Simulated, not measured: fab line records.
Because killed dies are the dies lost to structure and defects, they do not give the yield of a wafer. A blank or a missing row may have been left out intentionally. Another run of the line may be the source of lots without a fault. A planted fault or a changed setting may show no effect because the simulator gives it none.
Matching of chambers	flow n5-finfet	3 sister chambers for N5_BEOL_M13_ILD_DEP_00 on pecvd-03
The step deposits SiOC from DEMS/O2, target thk 837.92 nm, time 166.4 s. 6 wafers are shown with their chamber, then 12 later ones without.

== WAFERS, EACH WITH ITS CHAMBER ==
wafer	chamber	throttle-valve-pct (%)	heater-power-w (W)
L083.4	2	11.9	338
L084.2	0	12.8	438
L084.6	1	11.9	455
L089.1	1	12.2	461
L089.2	0	12.8	386
L089.3	2	12.0	341

== WAFERS WITHOUT THEIR CHAMBER ==
wafer	throttle-valve-pct (%)	heater-power-w (W)
L087.3	11.8	375
L087.5	11.9	395
L087.6	11.9	462
L088.1	12.0	404
L088.5	11.8	424
L088.6	13.0	350
L090.1	12.2	385
L090.3	12.2	516
L090.5	12.1	410
L091.2	12.2	458
L091.5	13.2	448
L091.6	12.1	491

== EACH ONE'S CHAMBER ==
wafer	from the rows above	in truth
L087.3	2	2
L087.5	can't be placed: 2 or 1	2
L087.6	1	1
L088.1	can't be placed: 1 or 2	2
L088.5	can't be placed: 1 or 2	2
L088.6	0	0
L090.1	can't be placed: 2 or 1 or 0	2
L090.3	1	1
L090.5	can't be placed: 1 or 2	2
L091.2	1	1
L091.5	0	0
L091.6	1	1
Correct placement for 7 of the 12. Can't be placed from these rows: 5 (the true chamber is among the candidates in 5). 0 placed wrongly.
How it was worked out, from the rows above alone: a wafer's distance from a chamber is the root of the sum, over the readings, of the square of ((its reading less the chamber's mean) divided by the reading's scatter). If the next closest chamber is less than 2 further off than the closest, the wafer can't be placed; otherwise it belongs to the closest. The mean given for a chamber averages the wafers shown for that chamber. The scatter is the square root of a quotient: the sum, over the shown wafers, of each reading's squared deviation from its chamber's mean, divided by wafers minus chambers.
